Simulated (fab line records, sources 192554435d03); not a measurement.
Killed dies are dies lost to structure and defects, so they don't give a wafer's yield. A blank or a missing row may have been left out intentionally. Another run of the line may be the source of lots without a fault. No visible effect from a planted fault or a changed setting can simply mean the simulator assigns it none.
Matching of chambers || flow n5-finfet || N5_MOL_CONTACT_COAG_ETCHBACK_134 on rie-diel-06: 4 sister chambers
The step etches SiO2 in CHF3, target depth 10 nm, time 6.7 s. 4 wafers are shown with their chamber, then 8 later ones without.

== EACH WAFER AND ITS CHAMBER ==
{"wafer": "L090.2", "chamber": 2, "showerhead-plenum-p-Torr (Torr)": 2.33}
{"wafer": "L090.5", "chamber": 3, "showerhead-plenum-p-Torr (Torr)": 2.35}
{"wafer": "L090.6", "chamber": 0, "showerhead-plenum-p-Torr (Torr)": 2.36}
{"wafer": "L093.3", "chamber": 1, "showerhead-plenum-p-Torr (Torr)": 2.43}

== WAFERS MISSING THEIR CHAMBER ==
{"wafer": "L093.4", "showerhead-plenum-p-Torr (Torr)": 2.32}
{"wafer": "L093.6", "showerhead-plenum-p-Torr (Torr)": 2.32}
{"wafer": "L094.1", "showerhead-plenum-p-Torr (Torr)": 2.32}
{"wafer": "L094.2", "showerhead-plenum-p-Torr (Torr)": 2.34}
{"wafer": "L094.6", "showerhead-plenum-p-Torr (Torr)": 2.36}
{"wafer": "L097.1", "showerhead-plenum-p-Torr (Torr)": 2.42}
{"wafer": "L097.2", "showerhead-plenum-p-Torr (Torr)": 2.32}
{"wafer": "L097.5", "showerhead-plenum-p-Torr (Torr)": 2.32}

== WHICH CHAMBER EACH ONE RAN IN ==
{"wafer": "L093.4", "from the rows above": 2, "in truth": 2}
{"wafer": "L093.6", "from the rows above": 2, "in truth": 2}
{"wafer": "L094.1", "from the rows above": 2, "in truth": 2}
{"wafer": "L094.2", "from the rows above": "can't be placed: 2 or 3 or 0", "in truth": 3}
{"wafer": "L094.6", "from the rows above": "can't be placed: 0 or 3", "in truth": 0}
{"wafer": "L097.1", "from the rows above": 1, "in truth": 1}
{"wafer": "L097.2", "from the rows above": 2, "in truth": 2}
{"wafer": "L097.5", "from the rows above": 2, "in truth": 2}
Correct placement for 6 of the 8. These rows do not allow placing 2 (true chamber among the candidates in 2). Number placed wrongly: 0.
How it was worked out, from the rows above alone: a wafer's distance from a chamber is the root of the sum, over the readings, of the square of ((its reading less the chamber's mean) divided by the reading's scatter). The wafer belongs to the nearest chamber; if the next one is less than 2 further off, it can't be placed. A chamber's mean is the mean of its shown wafers. The scatter: with one shown wafer a chamber, the root of the mean of the squares of how far each hidden wafer lies from its nearest shown one.
